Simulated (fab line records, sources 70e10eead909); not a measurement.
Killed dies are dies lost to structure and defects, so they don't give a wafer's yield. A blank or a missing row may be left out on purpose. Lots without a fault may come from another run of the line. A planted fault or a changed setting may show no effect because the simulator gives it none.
Chamber matching | flow nand_harc | NHARC_A_SLIT_DEP_25 on pecvd-02: 3 sister chambers
The step deposits SiO2, target thk 200 nm. 6 wafers are shown with their chamber, then 7 later ones without.

WAFERS WITH THEIR CHAMBER
wafer  | chamber | throttle_valve_pct (%) | heater_power_w (W)
L274.6 | 1       | 15.9                   | 585
L281.1 | 0       | 16.7                   | 489
L281.5 | 2       | 14.9                   | 625
L281.6 | 0       | 16.6                   | 504
L284.1 | 1       | 15.9                   | 621
L284.3 | 2       | 15.1                   | 556

WAFERS WITHOUT THEIR CHAMBER
wafer  | throttle_valve_pct (%) | heater_power_w (W)
L284.5 | 16.8                   | 469
L286.1 | 15.9                   | 548
L286.2 | 14.9                   | 630
L286.3 | 16.6                   | 486
L287.2 | 16.1                   | 684
L287.3 | 16.6                   | 540
L287.5 | 16.6                   | 546

WHICH CHAMBER EACH WENT THROUGH
wafer  | from the rows above | in truth
L284.5 | 0                   | 0
L286.1 | 1                   | 1
L286.2 | 2                   | 2
L286.3 | 0                   | 0
L287.2 | 1                   | 1
L287.3 | 0                   | 0
L287.5 | 0                   | 0
Placed correctly: 7 of 7. Can't be placed from these rows: 0. Placed wrongly: 0.
How it was worked out, from the rows above alone: a wafer's distance from a chamber is the root of the sum, over the readings, of the square of ((its reading less the chamber's mean) divided by the reading's scatter). The wafer belongs to the nearest chamber; if the next one is less than 2 further off, it can't be placed. A chamber's mean is the mean of its shown wafers. The scatter: the root of (the sum of the squares of (reading less its chamber's mean) over the shown wafers, divided by (wafers less chambers)).
